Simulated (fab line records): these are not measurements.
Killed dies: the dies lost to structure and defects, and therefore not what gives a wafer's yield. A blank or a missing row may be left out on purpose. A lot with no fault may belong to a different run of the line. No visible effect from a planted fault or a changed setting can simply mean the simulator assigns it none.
Chamber matching ; flow nandHarc ; rieDiel-11 running NHARC_A_STAIRCASE_STRIP_476: 4 sister chambers
The step strips in O2, time 20 s. 16 wafers are shown with their chamber, then 8 later ones without.

== WAFERS WITH THEIR CHAMBER ==
wafer;chamber;showerheadPlenumPTorr (Torr);drypumpMotorCurrentA (A);oesProductAu (a.u.)
L074.1;3;3.41;5.4;0.987
L074.2;2;3.34;5.7;1.004
L074.3;0;3.47;6.2;0.977
L078.2;2;3.33;5.7;1.013
L078.4;3;3.40;5.4;0.991
L078.5;0;3.47;6.1;0.982
L081.3;0;3.47;6.1;0.988
L081.5;3;3.40;5.4;0.994
L081.6;0;3.47;6.1;0.988
L082.1;0;3.46;6.1;0.978
L082.4;3;3.40;5.4;0.982
L082.5;3;3.40;5.4;0.991
L084.4;2;3.33;5.6;1.001
L084.5;2;3.33;5.6;1.011
L084.6;3;3.40;5.4;0.974
L087.3;1;3.61;6.4;1.009

SIGNATURES (averages over the wafers above)
reading;chamber 0;chamber 1;chamber 2;chamber 3;scatter within a chamber
showerheadPlenumPTorr;3.4680;3.6100;3.3325;3.4017;0.00446
drypumpMotorCurrentA;6.120;6.400;5.650;5.400;0.0387
oesProductAu;0.98260;1.00900;1.00725;0.98650;0.00633
Rule: a wafer lies at a distance from a chamber equal to the root of the sum of squares, over the readings, of (its reading less the chamber's mean, divided by the reading's scatter). If the next closest chamber is less than 2 further off than the closest, the wafer can't be placed; otherwise it belongs to the closest. The scatter: the root of (the sum of the squares of (reading less its chamber's mean) over the shown wafers, divided by (wafers less chambers)).

== WAFERS MISSING THEIR CHAMBER ==
wafer;showerheadPlenumPTorr (Torr);drypumpMotorCurrentA (A);oesProductAu (a.u.)
L087.5;3.46;6.2;0.987
L087.6;3.61;6.4;1.003
L088.3;3.60;6.4;1.005
L088.5;3.60;6.4;1.005
L088.6;3.45;6.2;0.983
L097.1;3.60;6.4;0.993
L097.2;3.45;6.1;0.984
L097.3;3.38;5.4;0.988

== EACH ONE'S CHAMBER ==
wafer;from the rows above;in truth
L087.5;0;0
L087.6;1;1
L088.3;1;1
L088.5;1;1
L088.6;0;0
L097.1;1;1
L097.2;0;0
L097.3;3;3
Correctly placed: 8 of 8. From these rows, 0 cannot be placed. Number placed wrongly: 0.
